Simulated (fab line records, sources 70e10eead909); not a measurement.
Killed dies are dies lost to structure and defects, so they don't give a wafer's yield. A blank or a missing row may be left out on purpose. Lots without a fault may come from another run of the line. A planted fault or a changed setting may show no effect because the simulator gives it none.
fab line records | flow nand_harc
record lots=7 wafers=21 last_day=33
route steps=1302 shown A_ONON_D1@438 A_CHANNEL_HOLE_D1@450 END@1302
lots that met no fault: from a run of the same line without faults
start_h: hours from the record's first day to the start of the lot's first wafer shown | wait_h: hours since the lot's step before | " the same as in the row above | L1.1+2: a row that stands for several wafers | - no value, or no start given | * or withheld: withheld | < > ~ a bound
route shown NAME@n: a module of which the file shows steps, and the number in the route of the first | usual: mean/standard deviation of fault-free wafers | same: alike in all rows | chamber/n: place in a boat | sites: the reading at each site | _std_site: their standard deviation | _edge_site: outer sites' mean less inner sites' | radius_mm: how far each site lies from the wafer's centre | mask NAME#n: copy n | behind: the tool/chamber that last shaped the wafer | hold: why the lot was held/for how many hours/how that ended | device: the transistor (n, p or np) that didn't switch | end of line: the same wafers' tests at the end of the route | a step without rows: its recipe alone | killed: dies lost to structure and defects at the first sort, not the wafer's yield | map: a wafer's dies, x killed, . not, _ none there
set.NAME: the setting as run; set.NAME@STEP: as run at that earlier step | model.NAME: the simulator's own value behind a step, which no gauge read
lots at some steps of the route; a table a step, a row a wafer
services: from which hour (start_h, from the record's first day; less than 0 if before it) a tool's chamber was out of use, for how many hours, and why
## steps
# step NHARC_A_ONON_D1_DEP_19
# recipe target_thk_a=10000 n2_flow_sccm=2750 n2o_flow_sccm=2000 nh3_flow_sccm=500 sih4_flow_sccm=210 temp_c=400
# step NHARC_A_ONON_D1_THK_MEAS_21
# recipe thk_meas_gauge=ellipsometry
# usual thk_nm=1000/11
# columns lot.wafer tool chamber start_h wait_h thk_nm
L492.1 film_metro-01 - 207.96 - 1003
L492.2 " - " " 1003
L492.3 " - " " 1004
L493.3 film_metro-02 - 219.30 - 987
L493.4 " - " " 987
L493.5 " - " " 987
L494.2 film_metro-01 - 227.17 - 1009
L494.3 " - " " 1008
L494.5 " - " " 1008
L495.1 film_metro-02 - 227.17 - 1009
L495.4 " - " " 1008
L495.6 " - " " 1006
L507.1 film_metro-01 - 350.69 - 1014
L507.3 " - " " 1014
L507.5 " - " " 1013
L510.1 film_metro-01 - 386.05 - 1001
L510.3 " - " " 1000
L510.6 " - " " 1002
L512.1 film_metro-02 - 402.42 - 979
L512.3 " - " " 978
L512.5 " - " " 979
# step NHARC_A_ONON_D1_DEP_22
# recipe target_thk_a=10000 n2_flow_sccm=2750 n2o_flow_sccm=2000 nh3_flow_sccm=500 sih4_flow_sccm=210 temp_c=400
# step NHARC_A_ONON_D1_THK_MEAS_24
# recipe thk_meas_gauge=ellipsometry
# usual thk_nm=1000/9.3
# columns lot.wafer tool chamber start_h wait_h thk_nm
L492.1 film_metro-02 - 208.55 - 999
L492.2 " - " " 1000
L492.3 " - " " 998
L493.3 film_metro-01 - 219.86 - 1005
L493.4 " - " " 1006
L493.5 " - " " 1006
L494.2 film_metro-01 - 227.74 - 991
L494.3 " - " " 994
L494.5 " - " " 992
L495.1 film_metro-02 - 227.74 - 1007
L495.4 " - " " 1008
L495.6 " - " " 1007
L507.1 film_metro-02 - 351.26 - 1001
L507.3 " - " " 1001
L507.5 " - " " 1002
L510.1 film_metro-01 - 386.61 - 1000
L510.3 " - " " 999
L510.6 " - " " 1000
L512.1 film_metro-01 - 402.99 - 1005
L512.3 " - " " 1005
L512.5 " - " " 1010
# step NHARC_A_ONON_D1_DEP_25
# recipe target_thk_a=10000 n2_flow_sccm=2750 n2o_flow_sccm=2000 nh3_flow_sccm=500 sih4_flow_sccm=210 temp_c=400
# step NHARC_A_ONON_D1_THK_MEAS_27
# recipe thk_meas_gauge=ellipsometry
# usual thk_nm=999/11
# columns lot.wafer tool chamber start_h wait_h thk_nm
L492.1 film_metro-02 - 209.12 - 991
L492.2 " - " " 992
L492.3 " - " " 990
L493.3 film_metro-01 - 220.43 - 1008
L493.4 " - " " 1009
L493.5 " - " " 1010
L494.2 film_metro-02 - 228.30 - 999
L494.3 " - " " 1000
L494.5 " - " " 1000
L495.1 film_metro-01 - 228.33 - 997
L495.4 " - " " 996
L495.6 " - " " 997
L507.1 film_metro-02 - 351.83 - 1004
L507.3 " - " " 1004
L507.5 " - " " 1004
L510.1 film_metro-01 - 387.18 - 995
L510.3 " - " " 996
L510.6 " - " " 994
L512.1 film_metro-02 - 403.56 - 985
L512.3 " - " " 985
L512.5 " - " " 985
# step NHARC_A_ONON_D1_DEP_28
# recipe target_thk_a=10000 n2_flow_sccm=2750 n2o_flow_sccm=2000 nh3_flow_sccm=500 sih4_flow_sccm=210 temp_c=400
# step NHARC_A_ONON_D1_THK_MEAS_30
# recipe thk_meas_gauge=ellipsometry
# usual thk_nm=997/9.9
# columns lot.wafer tool chamber start_h wait_h thk_nm
L492.1 film_metro-01 - 209.69 - 1005
L492.2 " - " " 1006
L492.3 " - " " 1004
L493.3 film_metro-01 - 221.00 - 995
L493.4 " - " " 997
L493.5 " - " " 995
L494.2 film_metro-01 - 228.86 - 992
L494.3 " - " " 993
L494.5 " - " " 993
L495.1 film_metro-02 - 228.89 - 1001
L495.4 " - " " 999
L495.6 " - " " 999
L507.1 film_metro-02 - 352.40 - 998
L507.3 " - " " 999
L507.5 " - " " 996
L510.1 film_metro-01 - 387.75 - 991
L510.3 " - " " 991
L510.6 " - " " 991
L512.1 film_metro-02 - 404.13 - 1000
L512.3 " - " " 1002
L512.5 " - " " 1003
# step NHARC_A_ONON_D1_DEP_33
# recipe target_thk_a=2000 temp_c=400 pressure_torr=6.5 rf_w=900 teos_flow_sccm=161.4 flow_sccm=2650 target_thk_nm=200 gas=O2 material=SiO2
# usual heater_power_w=505/71 susceptor_temp_C=400.03/0.21 throttle_valve_pct=16.4/0.51
# columns lot.wafer tool chamber start_h wait_h heater_power_w susceptor_temp_C throttle_valve_pct
L492.2 pecvd-03 0 209.75 0.1 579 399.97 16.8
L492.1 " 1 " " 394 400.00 16.6
L492.3 " 2 " " 492 400.20 16.5
L493.3 pecvd-03 0 221.10 0.1 633 400.03 16.6
L493.4 " 0 " " 656 400.05 17.1
L493.5 " 1 " " 402 400.07 16.4
L494.3 pecvd-01 0 228.92 0.1 420 399.81 16.3
L494.2 " 2 " " 508 399.51 15.9
L494.5 " 1 " " 506 400.04 17.2
L495.1 pecvd-03 0 228.95 0.1 647 399.79 16.9
L495.4 " 0 " " 653 399.42 17.0
L495.6 " 1 " " 418 400.22 16.4
L507.3 pecvd-04 1 352.46 0.1 582 400.01 15.7
L507.1 " 0 " " 531 399.90 16.1
L507.5 " 2 " " 414 400.34 16.7
L510.3 pecvd-03 0 387.81 0.1 682 400.19 16.3
L510.1 " 2 " " 568 400.12 16.6
L510.6 " 0 " " 525 400.15 16.5
L512.1 pecvd-04 2 404.18 0.1 515 400.06 16.9
L512.3 " 1 " " 562 400.20 15.8
L512.5 " 2 " " 519 400.23 16.8
# step NHARC_A_ONON_D1_THK_MEAS_34
# recipe thk_meas_gauge=ellipsometry
# usual thk_nm=200.3/2.7
# columns lot.wafer tool chamber start_h wait_h thk_nm
L492.1 film_metro-01 - 210.16 - 199.4
L492.2 " - " " 198.2
L492.3 " - " " 200.1
L493.3 film_metro-01 - 221.47 - 201.4
L493.4 " - " " 201.0
L493.5 " - " " 202.0
L494.2 film_metro-01 - 229.33 - 199.0
L494.3 " - " " 197.6
L494.5 " - " " 199.2
L495.1 film_metro-02 - 229.39 - 199.3
L495.4 " - " " 201.4
L495.6 " - " " 201.4
L507.1 film_metro-01 - 352.87 - 198.4
L507.3 " - " " 195.7
L507.5 " - " " 200.5
L510.1 film_metro-02 - 388.22 - 200.1
L510.3 " - " " 202.7
L510.6 " - " " 203.4
L512.1 film_metro-01 - 404.60 - 200.8
L512.3 " - " " 196.7
L512.5 " - " " 200.0
# step NHARC_A_ONON_D1_INSPECT_32
# usual raw_defect_count=76/26
# columns lot.wafer tool chamber start_h wait_h raw_defect_count
L492.1 defect_inspect-02 - 210.22 0.0 104
L492.2 " - " " 108
L492.3 " - " " 127
L493.3 defect_inspect-01 - 221.53 0.0 118
L493.4 " - " " 139
L493.5 " - " " 66
L494.2 defect_inspect-01 - 229.40 0.0 81
L494.3 " - " " 60
L494.5 " - " " 59
L495.1 defect_inspect-02 - 229.46 0.0 75
L495.4 " - " " 76
L495.6 " - " " 69
L507.1 defect_inspect-01 - 352.93 0.0 64
L507.3 " - " " 73
L507.5 " - " " 41
L510.1 defect_inspect-02 - 388.30 0.0 57
L510.3 " - " " 63
L510.6 " - " " 57
L512.1 defect_inspect-02 - 404.68 0.0 95
L512.3 " - " " 113
L512.5 " - " " 93
# step NHARC_A_CHANNEL_HOLE_D1_DEP_00
# recipe target_thk_a=31000 temp_c=400 material=aC
# usual susceptor_temp_C=399.95/0.19 throttle_valve_pct=35.000/0.009
# columns lot.wafer tool chamber start_h wait_h susceptor_temp_C throttle_valve_pct
L492.1 acl_dep-01 0 210.29 0.1 400.10 34.983
L492.2 " 0 " " 400.21 34.996
L492.3 " 0 " " 399.77 34.993
L492.1 acl_dep-01 0 212.42 1.8 400.28 34.996
L492.2 " 0 " " 400.02 34.994
L492.3 " 0 " " 400.01 34.999
L493.3 acl_dep-02 0 222.51 1.0 399.94 35.011
L493.4 " 0 " " 400.10 35.021
L493.5 " 0 " " 399.97 35.010
L493.3 acl_dep-03 0 226.64 3.8 400.09 35.000
L493.4 " 0 " " 400.04 35.005
L493.5 " 0 " " 400.19 34.986
L495.1 acl_dep-01 0 231.44 2.0 399.76 34.989
L495.4 " 0 " " 399.69 35.003
L495.6 " 0 " " 399.89 34.997
L495.1 acl_dep-01 0 233.58 1.8 399.94 34.989
L495.4 " 0 " " 399.77 34.984
L495.6 " 0 " " 400.00 34.985
L494.2 acl_dep-02 0 231.60 2.2 - 35.000
L494.3 " 0 " " - 35.003
L494.5 " 0 " " - 35.012
L507.1 acl_dep-01 0 353.00 0.1 400.08 34.997
L507.3 " 0 " " 399.72 34.997
L507.5 " 0 " " 399.94 34.995
L510.1 acl_dep-03 0 388.37 0.1 400.07 35.001
L510.3 " 0 " " 400.21 34.998
L510.6 " 0 " " 400.27 34.997
L512.1 acl_dep-01 0 405.32 0.6 - 35.005
L512.3 " 0 " " - 35.006
L512.5 " 0 " " - 35.004
# step NHARC_A_CHANNEL_HOLE_D1_DEP_01
# recipe target_thk_a=1400 target_thk_nm=140 temp_c=400 pressure_torr=3.5 flow_sccm=200 rf_w=350 material=SiON
# usual heater_power_w=703/80 susceptor_temp_C=399.98/0.23
# columns lot.wafer tool chamber start_h wait_h heater_power_w susceptor_temp_C
L492.1 pecvd-02 1 214.34 1.6 698 399.84
L492.3 " 2 " " 659 400.27
L492.2 " 0 " " 839 400.30
L493.3 pecvd-03 2 228.07 1.1 803 399.69
L493.5 " 1 " " 668 399.93
L493.4 " 2 " " 790 399.98
L494.2 pecvd-04 0 233.18 1.3 677 399.65
L494.3 " 1 " " 782 400.28
L494.5 " 2 " " 633 399.79
L495.1 pecvd-04 2 235.72 1.8 706 400.06
L495.6 " 0 " " 639 399.96
L495.4 " 2 " " 712 399.99
L507.3 pecvd-02 2 354.92 1.0 637 399.95
L507.1 " 0 " " 772 400.07
L507.5 " 2 " " 653 400.00
L510.1 pecvd-02 1 390.30 1.6 710 400.06
L510.3 " 0 " " 874 400.45
L510.6 " 2 " " 616 400.10
L512.1 pecvd-02 1 407.23 1.6 643 399.93
L512.3 " 2 " " 671 399.83
L512.5 " 2 " " 643 400.09
# step NHARC_END_SORT_01
# recipe temp_c=25
# usual killed_at_array=56/20 killed_at_other=1/1.3 killed_at_periphery=3.5/2.7 killed_dies=60/20 killed_open=3.3/1.6 killed_short=2.4/1.5
# same gross_dies=677
# columns lot.wafer tool chamber start_h wait_h killed_at_array killed_at_other killed_at_periphery killed_dies killed_open killed_short
L492.1 prober-01 0 580.13 2.5 672 1 4 677 4 0
L492.2 prober-01 0 580.94 2.8 676 0 1 677 0 3
L492.3 prober-01 0 581.76 3.1 676 0 1 677 2 3
L493.3 prober-01 0 612.05 3.1 674 1 2 677 2 3
L493.4 prober-01 0 612.85 3.4 671 3 3 677 3 3
L493.5 prober-01 0 613.64 3.7 668 5 4 677 3 0
L495.1 prober-01 0 618.88 2.4 671 0 6 677 5 3
L495.4 prober-01 0 621.25 3.4 671 2 4 677 3 1
L495.6 prober-01 0 622.83 4.0 675 0 2 677 5 1
# killed by level:class
L492.1 A_CHANNEL_HOLE_D1:area_dep=623 A_CHANNEL_HOLE_D1:chamber_film_flake=38 A_CHANNEL_HOLE_D2:chamber_film_flake=3 A_CONTACT:chamber_film_flake=2 P_CONTACT:geometric_particle:open=1 A_ONON_D1:geometric_particle:open=1 A_CHANNEL_HOLE_D2:geometric_particle:open=1 A_WL_FILL:geometric_particle:open=1
L492.2 A_CHANNEL_HOLE_D1:area_dep=634 A_CHANNEL_HOLE_D1:chamber_film_flake=24 A_CHANNEL_HOLE_D2:chamber_film_flake=7 A_ONON_D1:geometric_particle:short=2 A_DECK1_JOINT:chamber_film_flake=2 A_STAIRCASE:chamber_film_flake=2 A_WL_FILL:geometric_particle:short=1 P_GATE:chamber_film_flake=1
L492.3 A_CHANNEL_HOLE_D1:area_dep=624 A_CHANNEL_HOLE_D1:chamber_film_flake=40 A_CHANNEL_HOLE_D2:chamber_film_flake=5 A_WL_FILL:geometric_particle:short=3 A_CHANNEL_FILL_D2:geometric_particle:open=2 A_CONTACT:chamber_film_flake=2 P_CONTACT:chamber_film_flake=1
L493.3 A_CHANNEL_HOLE_D1:area_dep=601 A_CHANNEL_HOLE_D1:chamber_film_flake=32 A_SLIT:chamber_film_flake=26 A_CONTACT:chamber_film_flake=6 A_CHANNEL_HOLE_D2:chamber_film_flake=4 P_M0:geometric_particle:open=1 A_CHANNEL_FILL_D1:geometric_particle:short=1 A_ONON_D2:geometric_particle:open=1
L493.4 A_CHANNEL_HOLE_D1:area_dep=611 A_SLIT:chamber_film_flake=22 A_CHANNEL_HOLE_D1:chamber_film_flake=19 A_CHANNEL_HOLE_D2:chamber_film_flake=7 A_CONTACT:chamber_film_flake=3 THIN_TSV:chamber_film_flake=3 A_DECK1_JOINT:chamber_film_flake=2 A_WL_FILL:chamber_film_flake=2
L493.5 A_CHANNEL_HOLE_D1:area_dep=587 A_CHANNEL_HOLE_D1:chamber_film_flake=39 A_SLIT:chamber_film_flake=24 A_CHANNEL_HOLE_D2:chamber_film_flake=7 A_CONTACT:chamber_film_flake=6 THIN_TSV:chamber_film_flake=5 P_GATE:chamber_film_flake=3 A_WL_FILL:chamber_film_flake=2
L495.1 A_CHANNEL_HOLE_D1:area_dep=608 A_SLIT:chamber_film_flake=24 A_CHANNEL_HOLE_D2:chamber_film_flake=14 A_CONTACT:chamber_film_flake=8 A_CHANNEL_HOLE_D1:chamber_film_flake=5 P_CONTACT:geometric_particle:open=2 A_ZERO_WELL:chamber_film_flake=2 A_M1:chamber_film_flake=2
L495.4 A_CHANNEL_HOLE_D1:area_dep=620 A_SLIT:chamber_film_flake=19 A_CONTACT:chamber_film_flake=12 A_CHANNEL_HOLE_D2:chamber_film_flake=9 A_M1:chamber_film_flake=6 A_CHANNEL_HOLE_D1:chamber_film_flake=3 P_M0:geometric_particle:open=1 A_SOURCE_PLATE:geometric_particle:short=1
L495.6 A_CHANNEL_HOLE_D1:area_dep=624 A_SLIT:chamber_film_flake=27 A_CHANNEL_HOLE_D2:chamber_film_flake=8 A_CONTACT:chamber_film_flake=5 A_ONON_D1:geometric_particle:open=2 A_ZERO_WELL:chamber_film_flake=2 A_M1:chamber_film_flake=2 A_CHANNEL_FILL_D1:geometric_particle:short=1
# map L492.1 (x killed, . not)
____________x____________
_________xxxxxxx_________
_______xxxxxxxxxxx_______
______xxxxxxxxxxxxx______
_____xxxxxxxxxxxxxxx_____
____xxxxxxxxxxxxxxxxx____
____xxxxxxxxxxxxxxxxx____
___xxxxxxxxxxxxxxxxxxx___
___xxxxxxxxxxxxxxxxxxx___
__xxxxxxxxxxxxxxxxxxxxx__
__xxxxxxxxxxxxxxxxxxxxx__
_xxxxxxxxxxxxxxxxxxxxxxx_
_xxxxxxxxxxxxxxxxxxxxxxx_
_xxxxxxxxxxxxxxxxxxxxxxx_
_xxxxxxxxxxxxxxxxxxxxxxx_
_xxxxxxxxxxxxxxxxxxxxxxx_
xxxxxxxxxxxxxxxxxxxxxxxxx
xxxxxxxxxxxxxxxxxxxxxxxxx
xxxxxxxxxxxxxxxxxxxxxxxxx
xxxxxxxxxxxxxxxxxxxxxxxxx
xxxxxxxxxxxxxxxxxxxxxxxxx
_xxxxxxxxxxxxxxxxxxxxxxx_
_xxxxxxxxxxxxxxxxxxxxxxx_
_xxxxxxxxxxxxxxxxxxxxxxx_
_xxxxxxxxxxxxxxxxxxxxxxx_
_xxxxxxxxxxxxxxxxxxxxxxx_
__xxxxxxxxxxxxxxxxxxxxx__
__xxxxxxxxxxxxxxxxxxxxx__
___xxxxxxxxxxxxxxxxxxx___
___xxxxxxxxxxxxxxxxxxx___
____xxxxxxxxxxxxxxxxx____
____xxxxxxxxxxxxxxxxx____
_____xxxxxxxxxxxxxxx_____
______xxxxxxxxxxxxx______
_______xxxxxxxxxxx_______
_________xxxxxxx_________
____________x____________
# map L493.3 (x killed, . not)
____________x____________
_________xxxxxxx_________
_______xxxxxxxxxxx_______
______xxxxxxxxxxxxx______
_____xxxxxxxxxxxxxxx_____
____xxxxxxxxxxxxxxxxx____
____xxxxxxxxxxxxxxxxx____
___xxxxxxxxxxxxxxxxxxx___
___xxxxxxxxxxxxxxxxxxx___
__xxxxxxxxxxxxxxxxxxxxx__
__xxxxxxxxxxxxxxxxxxxxx__
_xxxxxxxxxxxxxxxxxxxxxxx_
_xxxxxxxxxxxxxxxxxxxxxxx_
_xxxxxxxxxxxxxxxxxxxxxxx_
_xxxxxxxxxxxxxxxxxxxxxxx_
_xxxxxxxxxxxxxxxxxxxxxxx_
xxxxxxxxxxxxxxxxxxxxxxxxx
xxxxxxxxxxxxxxxxxxxxxxxxx
xxxxxxxxxxxxxxxxxxxxxxxxx
xxxxxxxxxxxxxxxxxxxxxxxxx
xxxxxxxxxxxxxxxxxxxxxxxxx
_xxxxxxxxxxxxxxxxxxxxxxx_
_xxxxxxxxxxxxxxxxxxxxxxx_
_xxxxxxxxxxxxxxxxxxxxxxx_
_xxxxxxxxxxxxxxxxxxxxxxx_
_xxxxxxxxxxxxxxxxxxxxxxx_
__xxxxxxxxxxxxxxxxxxxxx__
__xxxxxxxxxxxxxxxxxxxxx__
___xxxxxxxxxxxxxxxxxxx___
___xxxxxxxxxxxxxxxxxxx___
____xxxxxxxxxxxxxxxxx____
____xxxxxxxxxxxxxxxxx____
_____xxxxxxxxxxxxxxx_____
______xxxxxxxxxxxxx______
_______xxxxxxxxxxx_______
_________xxxxxxx_________
____________x____________
## services
# columns tool chamber start_h hours kind
acl_dep-01 - 190.37 13.0 pm
pecvd-03 0 198.01 - clean
pecvd-03 1 198.01 - clean
pecvd-03 2 198.01 - clean
pecvd-02 - 227.16 13.0 pm
pecvd-02 0 227.16 13.0 vent_cycle
acl_dep-02 - 243.37 13.0 pm
pecvd-01 2 250.22 2.0 repair
pecvd-04 - 269.20 13.0 pm
pecvd-03 - 270.05 1.9 repair
pecvd-04 1 282.62 10.5 repair
acl_dep-02 - 296.62 0.3 repair
acl_dep-03 - 298.38 13.0 pm
pecvd-01 - 311.36 13.0 pm
pecvd-03 - 328.75 4.9 repair
pecvd-03 - 355.96 1.5 repair
pecvd-03 - 366.01 13.0 pm
pecvd-03 0 366.01 13.0 vent_cycle
pecvd-03 1 366.01 13.0 vent_cycle
pecvd-03 2 366.01 13.0 vent_cycle
acl_dep-01 - 372.94 13.0 pm
pecvd-03 0 379.01 - clean
pecvd-03 1 379.01 - clean
pecvd-03 2 379.01 - clean
## key
first_sign step=NHARC_A_CHANNEL_HOLE_D1_DEP_00 reading=visit direction=added
effect step=NHARC_END_SORT_01 reading=killed_at_array direction=up sigmas=31 usual=56 struck=673
more_kills_born_at NHARC_A_CHANNEL_HOLE_D1_DEP_00@acl_dep-01=3733 NHARC_A_CHANNEL_HOLE_D1_DEP_00@acl_dep-03=1799
met_at NHARC_A_CHANNEL_HOLE_D1_DEP_00
struck_wafers L492.1,L492.2,L492.3,L493.3,L493.4,L493.5,L495.1,L495.4,L495.6
later_rows_left_out L492.1,L492.2,L492.3,L493.3,L493.4,L493.5,L495.1,L495.4,L495.6
tester_left_out L492,L493,L495
fault kind=repeated_step_whole tool=acl_dep-01,acl_dep-02,acl_dep-03 chamber=- onset_h=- steps=NHARC_A_CHANNEL_HOLE_D1_DEP_00 times=1 scope=struck_lots_only
# tester_left_out: of these lots the tester's yield and bins aren't shown, on N5 and GAA mostly nor the transistor test; their killed dies are dies lost to structure and defects alone, not to doping, threshold or leakage, so they don't give the yield
# later_rows_left_out: the simulator's readings of these wafers behind a module that went badly wrong aren't trusted and aren't shown, but for the sort
